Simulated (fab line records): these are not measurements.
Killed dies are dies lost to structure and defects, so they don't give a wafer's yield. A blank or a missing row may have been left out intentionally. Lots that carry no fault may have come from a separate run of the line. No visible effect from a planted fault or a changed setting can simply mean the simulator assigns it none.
Which tool did it? ; flow n5Finfet ; Sampling: 24 lots, 72 wafers, 6 of 1938 route steps

== WHAT THE GAUGES READ, wafer by wafer ==
N5_PMOS_HMC_CHANNEL_EPI_THK_MEAS_22.
lot;measured;on;HMC_CMP_THK (nm)
L074;day 1 19:31;filmMetro-01;53.1 55.5 53.1
L075;day 2 02:11;filmMetro-01;52.7 54.9 55.0
L076;day 2 07:58;filmMetro-01;53.5 54.7 55.3
L077;day 2 14:42;filmMetro-01;53.5 53.7 53.4
L078;day 2 19:17;filmMetro-01;55.3 53.4 55.5
L079;day 3 01:17;filmMetro-01;53.5 55.3 53.3
L080;day 3 07:52;filmMetro-01;55.4 53.9 54.4
L081;day 3 13:42;filmMetro-01;53.1 54.4 54.0
L082;day 3 19:53;filmMetro-02;54.7 53.2 53.0
L083;day 4 02:23;filmMetro-02;54.8 54.3 53.0
L084;day 4 08:35;filmMetro-02;53.6 54.2 53.5
L085;day 4 14:15;filmMetro-01;53.1 53.0 53.0
L086;day 4 20:24;filmMetro-01;55.0 52.8 52.9
L087;day 5 01:50;filmMetro-01;53.0 52.7 53.2
L088;day 5 08:45;filmMetro-02;55.4 53.0 53.5
L089;day 5 13:44;filmMetro-02;54.0 54.5 54.9
L090;day 5 20:29;filmMetro-02;55.7 54.7 53.6
L091;day 6 01:45;filmMetro-02;54.8 53.8 54.0
L092;day 6 07:59;filmMetro-01;53.2 52.8 52.7
L093;day 6 14:23;filmMetro-02;53.8 53.1 53.5
L094;day 6 20:08;filmMetro-02;52.2 52.4 52.8
L095;day 7 02:21;filmMetro-01;53.0 53.9 53.3
L096;day 7 08:23;filmMetro-02;53.3 53.6 54.2
L097;day 7 13:44;filmMetro-02;54.9 53.3 53.6

N5_STI_FIN_REVEAL_INSPECT_13: inspects for defects (darkfield).
lot;measured;on;rawDefectCount
L074;day 2 12:50;defectInspect-02;15 10 11
L075;day 2 20:58;defectInspect-01;4 10 10
L076;day 3 00:56;defectInspect-02;9 13 8
L077;day 3 07:15;defectInspect-01;12 4 4
L078;day 3 12:59;defectInspect-01;13 7 5
L079;day 3 17:41;defectInspect-01;21 11 17
L080;day 4 01:13;defectInspect-02;6 10 8
L081;day 4 05:58;defectInspect-01;12 3 9
L082;day 4 12:31;defectInspect-01;13 14 2
L083;day 4 20:26;defectInspect-01;6 8 5
L084;day 5 01:49;defectInspect-02;8 17 7
L085;day 5 08:47;defectInspect-02;14 11 16
L086;day 5 14:32;defectInspect-02;7 8 12
L087;day 5 19:00;defectInspect-02;12 20 7
L088;day 6 02:39;defectInspect-02;20 16 16
L089;day 6 08:05;defectInspect-01;8 9 14
L090;day 6 13:17;defectInspect-01;9 12 8
L091;day 6 18:22;defectInspect-01;13 13 16
L092;day 7 00:32;defectInspect-02;7 15 10
L093;day 7 08:09;defectInspect-01;13 12 9
L094;day 7 13:21;defectInspect-02;8 14 12
L095;day 7 18:49;defectInspect-02;20 5 12
L096;day 8 01:32;defectInspect-01;12 7 9
L097;day 8 06:37;defectInspect-01;11 8 10

== WHICH TOOL RAN EACH LOT (tool, then ch and the chambers of the sampled wafers, then the start) ==
lot;N5_ZERO_LAYER_ETCH_17;N5_PMOS_HMC_CHANNEL_EPI_ETCH_32;N5_FIN_SAQP_PECVD_06;N5_FIN_SAQP_SPACER2_ETCHBACK_29
L074;rieDiel-02 ch 0,1,3, day 1 12:44;rieDiel-02 ch 1,2,3, day 1 16:53;pecvd-02 ch 1,2, day 1 20:59;rieDiel-06 ch 1,2, day 2 01:07
L075;rieDiel-05 ch 1,3, day 1 18:43;rieDiel-05 ch 0,3, day 1 23:53;pecvd-02 ch 0,1, day 2 03:46;rieDiel-03 ch 0,2,3, day 2 08:59
L076;rieDiel-04 ch 0,2,3, day 2 00:43;rieDiel-02 ch 1,2,3, day 2 05:20;pecvd-02 ch 0,1, day 2 09:20;rieDiel-03 ch 0,1, day 2 13:31
L077;rieDiel-05 ch 0,2,3, day 2 06:43;rieDiel-02 ch 0,1, day 2 12:17;pecvd-02 ch 0,1, day 2 15:59;rieDiel-03 ch 1,2, day 2 19:56
L078;rieDiel-05 ch 1,2,3, day 2 12:43;rieDiel-02 ch 0,1,3, day 2 17:04;pecvd-01 ch 0,1, day 2 20:34;rieDiel-03 ch 0,1,2, day 3 01:26
L079;rieDiel-02 ch 1,3, day 2 18:49;rieDiel-04 ch 2,3, day 2 23:04;pecvd-02 ch 0,1, day 3 02:34;rieDiel-01 ch 0,2, day 3 06:40
L080;rieDiel-04 ch 0,2, day 3 00:44;rieDiel-05 ch 0,1,2, day 3 05:38;pecvd-01 ch 0,1, day 3 09:09;rieDiel-06 ch 0,1,3, day 3 14:05
L081;rieDiel-04 ch 0,2, day 3 06:44;rieDiel-05 ch 1,3, day 3 11:27;pecvd-02 ch 0,1, day 3 15:05;rieDiel-01 ch 0,1,2, day 3 19:01
L082;rieDiel-04 ch 2,3, day 3 12:44;rieDiel-02 ch 0,1, day 3 17:23;pecvd-03 ch 0,1, day 3 21:07;rieDiel-01 ch 1,2, day 4 01:28
L083;rieDiel-04 ch 0,2,3, day 3 18:44;rieDiel-05 ch 0,2,3, day 3 23:25;pecvd-03 ch 0,1,2, day 4 03:42;rieDiel-01 ch 0,1,2, day 4 09:00
L084;rieDiel-04 ch 0,2,3, day 4 00:57;rieDiel-05 ch 2,3, day 4 06:01;pecvd-03 ch 0,1,2, day 4 09:49;rieDiel-06 ch 1,3, day 4 14:35
L085;rieDiel-05 ch 0,3, day 4 06:51;rieDiel-02 ch 0,2,3, day 4 11:44;pecvd-03 ch 0,1,2, day 4 15:57;rieDiel-01 ch 1,2,3, day 4 21:20
L086;rieDiel-02 ch 2,3, day 4 12:44;rieDiel-02 ch 0,1,3, day 4 18:05;pecvd-03 ch 0,1,2, day 4 22:56;rieDiel-06 ch 0,2, day 5 03:32
L087;rieDiel-02 ch 0,3, day 4 18:50;rieDiel-05 ch 0,1,3, day 4 23:19;pecvd-03 ch 0,1,2, day 5 03:04;rieDiel-01 ch 0,2, day 5 07:17
L088;rieDiel-04 ch 0,2,3, day 5 00:52;rieDiel-05 ch 0,1,2, day 5 06:14;pecvd-02 ch 0,2, day 5 10:41;rieDiel-06 ch 1,2,3, day 5 15:40
L089;rieDiel-04 ch 0,1,2, day 5 06:45;rieDiel-05 ch 0,1, day 5 11:17;pecvd-03 ch 0,1,2, day 5 15:40;rieDiel-01 ch 1,2,3, day 5 20:36
L090;rieDiel-04 ch 0,2,3, day 5 12:50;rieDiel-05 ch 0,2,3, day 5 17:34;pecvd-02 ch 0,1, day 5 21:55;rieDiel-06 ch 0,2,3, day 6 02:22
L091;rieDiel-05 ch 0,1,2, day 5 18:52;rieDiel-04 ch 1,3, day 5 23:32;pecvd-02 ch 0,1,2, day 6 02:59;rieDiel-03 ch 0,1,2, day 6 07:17
L092;rieDiel-04 ch 0,1, day 6 00:57;rieDiel-04 ch 0,2,3, day 6 05:46;pecvd-01 ch 1,2, day 6 09:19;rieDiel-01 ch 1,2, day 6 13:30
L093;rieDiel-04 ch 0,3, day 6 07:05;rieDiel-02 ch 0,1, day 6 11:46;pecvd-02 ch 0,1,2, day 6 15:44;rieDiel-06 ch 0,2,3, day 6 20:07
L094;rieDiel-04 ch 0,1,2, day 6 12:55;rieDiel-05 ch 0,1,2, day 6 17:40;pecvd-01 ch 0,1,2, day 6 21:35;rieDiel-03 ch 0,1,3, day 7 02:03
L095;rieDiel-05 ch 1,2,3, day 6 18:43;rieDiel-05 ch 2,3, day 6 23:37;pecvd-03 ch 0,2, day 7 03:48;rieDiel-03 ch 0,2,3, day 7 08:00
L096;rieDiel-02 ch 1,2, day 7 00:43;rieDiel-04 ch 0,2, day 7 05:41;pecvd-01 ch 1,2, day 7 09:59;rieDiel-01 ch 2,3, day 7 14:11
L097;rieDiel-04 ch 1,2,3, day 7 07:01;rieDiel-02 ch 0,2, day 7 11:18;pecvd-02 ch 0,1,2, day 7 15:17;rieDiel-06 ch 1,3, day 7 19:16
- N5_ZERO_LAYER_ETCH_17: etches SiO2 in CF4, target depth 12 nm, time 13.3 s.
- N5_PMOS_HMC_CHANNEL_EPI_ETCH_32: etches BARC in N2/H2, stops on SiO2, target depth 85.8 nm, time 50.3 s.
- N5_FIN_SAQP_PECVD_06: deposits a-Si from SiH4/He, target thk 60 nm, time 48.1 s.
- N5_FIN_SAQP_SPACER2_ETCHBACK_29: etches SiO2 in CHF3/O2, target depth 12.2 nm, time 6.1 s.

== AS READ BY THE TOOLS THEMSELVES (means over the sampled wafers that have a number; for cases with no such wafer, the mark the record gives instead) ==
N5_ZERO_LAYER_ETCH_17.
lot;tool;drypumpMotorCurrentA (A);oesProductAu (a.u.);rfVppV (V);showerheadPlenumPTorr (Torr);throttleValvePct (%)
L074;rieDiel-02;5.9;0.78;948;2.12;15.68
L075;rieDiel-05;6.3;0.77;950;2.19;15.64
L076;rieDiel-04;5.6;0.76;947;2.12;15.64
L077;rieDiel-05;5.8;0.84;950;2.17;15.60
L078;rieDiel-05;5.9;0.77;951;2.19;15.59
L079;rieDiel-02;5.9;0.76;948;2.11;15.62
L080;rieDiel-04;5.9;0.76;947;2.12;15.79
L081;rieDiel-04;5.5;0.75;945;2.10;15.77
L082;rieDiel-04;5.6;0.73;948;2.13;15.58
L083;rieDiel-04;5.6;0.75;946;2.11;15.68
L084;rieDiel-04;5.6;0.74;946;2.11;15.67
L085;rieDiel-05;6.1;0.87;949;2.16;15.70
L086;rieDiel-02;6.0;0.74;949;2.16;15.59
L087;rieDiel-02;5.8;0.73;950;2.12;15.70
L088;rieDiel-04;5.6;0.74;947;2.11;15.69
L089;rieDiel-04;5.5;0.80;947;2.13;15.72
L090;rieDiel-04;5.6;0.73;947;2.11;15.70
L091;rieDiel-05;5.9;0.76;953;2.21;15.66
L092;rieDiel-04;5.2;0.84;949;2.15;15.64
L093;rieDiel-04;5.2;0.72;945;2.08;15.69
L094;rieDiel-04;5.5;0.78;948;2.13;15.76
L095;rieDiel-05;5.9;0.74;950;2.17;15.64
L096;rieDiel-02;6.1;0.76;948;2.12;15.85
L097;rieDiel-04;5.6;0.77;948;2.15;15.65

N5_PMOS_HMC_CHANNEL_EPI_ETCH_32.
lot;tool;drypumpMotorCurrentA (A);h2FlowSccm (sccm);oesProductAu (a.u.);rfVppV (V);showerheadPlenumPTorr (Torr);throttleValvePct (%)
L074;rieDiel-02;6.1;199.9;0.67;524.2;2.56;17.94
L075;rieDiel-05;6.1;201.0;0.74;523.5;2.50;17.62
L076;rieDiel-02;6.1;200.0;0.66;523.9;2.56;17.94
L077;rieDiel-02;6.0;199.7;0.69;522.6;2.49;18.10
L078;rieDiel-02;5.9;200.0;0.66;522.6;2.51;17.97
L079;rieDiel-04;5.9;199.4;0.64;523.0;2.54;17.81
L080;rieDiel-05;5.9;199.6;0.67;526.1;2.63;17.82
L081;rieDiel-05;6.2;199.9;0.67;523.9;2.51;17.66
L082;rieDiel-02;5.9;200.2;0.66;522.4;2.51;18.07
L083;rieDiel-05;5.8;200.3;0.69;524.5;2.56;17.74
L084;rieDiel-05;5.8;200.3;0.68;523.7;2.52;17.63
L085;rieDiel-02;6.0;200.1;0.64;525.0;2.57;17.91
L086;rieDiel-02;5.9;199.6;0.65;523.6;2.51;17.99
L087;rieDiel-05;6.2;199.7;0.68;524.6;2.55;17.79
L088;rieDiel-05;5.9;200.0;0.66;526.6;2.62;17.86
L089;rieDiel-05;6.2;200.5;0.65;526.5;2.61;17.89
L090;rieDiel-05;5.8;200.1;0.68;525.4;2.56;17.76
L091;rieDiel-04;5.2;200.1;0.72;524.5;2.57;17.71
L092;rieDiel-04;5.6;199.9;0.62;522.1;2.49;17.83
L093;rieDiel-02;5.9;200.1;0.65;523.6;2.50;18.10
L094;rieDiel-05;5.9;199.7;0.65;525.8;2.62;17.87
L095;rieDiel-05;5.6;200.4;0.65;525.4;2.58;17.72
L096;rieDiel-04;5.5;200.3;0.62;520.9;2.46;17.94
L097;rieDiel-02;6.1;199.8;0.63;525.3;2.60;18.00

N5_FIN_SAQP_PECVD_06.
lot;tool;heaterPowerW (W);showerheadPlenumPTorr (Torr);throttleValvePct (%)
L074;pecvd-02;731;5.72;18.8
L075;pecvd-02;772;5.71;17.9
L076;pecvd-02;879;5.67;18.2
L077;pecvd-02;893;5.67;18.3
L078;pecvd-01;916;5.67;20.8
L079;pecvd-02;748;5.72;18.1
L080;pecvd-01;857;5.67;20.9
L081;pecvd-02;820;5.67;18.4
L082;pecvd-03;819;5.66;18.4
L083;pecvd-03;798;5.68;18.2
L084;pecvd-03;780;5.68;18.0
L085;pecvd-03;847;5.69;18.1
L086;pecvd-03;835;5.67;18.0
L087;pecvd-03;821;5.68;18.2
L088;pecvd-02;797;5.63;17.2
L089;pecvd-03;832;5.68;18.2
L090;pecvd-02;800;5.71;18.0
L091;pecvd-02;789;5.68;17.7
L092;pecvd-01;864;5.70;20.2
L093;pecvd-02;778;5.68;17.9
L094;pecvd-01;819;5.67;19.5
L095;pecvd-03;717;5.69;17.8
L096;pecvd-01;921;5.70;19.1
L097;pecvd-02;822;5.67;17.7

N5_FIN_SAQP_SPACER2_ETCHBACK_29.
lot;tool;drypumpMotorCurrentA (A);oesProductAu (a.u.);rfVppV (V);showerheadPlenumPTorr (Torr);throttleValvePct (%)
L074;rieDiel-06;5.3;0.86;531;2.38;18.85
L075;rieDiel-03;6.0;0.73;527;2.43;19.07
L076;rieDiel-03;5.3;0.82;525;2.41;18.70
L077;rieDiel-03;5.4;0.78;525;2.34;18.85
L078;rieDiel-03;5.6;0.78;526;2.39;18.87
L079;rieDiel-01;5.3;0.81;520;2.50;19.10
L080;rieDiel-06;5.1;0.83;525;2.43;18.78
L081;rieDiel-01;5.5;0.76;519;2.44;19.06
L082;rieDiel-01;5.3;0.78;516;2.49;19.12
L083;rieDiel-01;5.5;0.76;518;2.44;19.07
L084;rieDiel-06;5.1;0.84;532;2.38;18.58
L085;rieDiel-01;5.8;0.81;521;2.49;18.91
L086;rieDiel-06;5.2;0.81;524;2.38;18.96
L087;rieDiel-01;5.3;0.78;519;2.49;19.13
L088;rieDiel-06;5.1;0.84;532;2.37;18.76
L089;rieDiel-01;5.8;0.79;521;2.49;18.92
L090;rieDiel-06;5.1;0.80;525;2.39;18.82
L091;rieDiel-03;5.6;0.75;526;2.38;18.90
L092;rieDiel-01;5.3;0.76;516;2.48;19.15
L093;rieDiel-06;5.0;0.80;525;2.39;18.84
L094;rieDiel-03;5.6;0.83;526;2.43;18.84
L095;rieDiel-03;5.9;0.80;526;2.41;19.00
L096;rieDiel-01;6.0;0.84;527;2.54;18.77
L097;rieDiel-06;5.2;0.80;531;2.40;18.76

== THE ANSWER, worked out from the rows above alone ==
Rule: the lots themselves supply what counts as usual. Put in order of their means at a reading, lots are off if they are a third of the lots or fewer, leave a main group of 4 or more, and stand apart from it by a gap of 3 or more times the standard deviation of the main group's means; of several such gaps the widest counts. A main group is skipped when, at the precision printed for the reading in the tables above, its means are all equal. A lot without any number at a reading at which 4 lots or more have one is off too. Where the step has rows for the other lots, those lots are counted as sound. First the gauges in route order, then the tools' own readings, where a lot's mean is used as printed above. At the first step where some lot is off, the reading lying furthest off is the one used; lots without a number count as furthest.
Across all readings shown, no lot is off: no conclusion can be drawn from this.

== WHAT WAS PUT IN BY THE SIMULATOR ==
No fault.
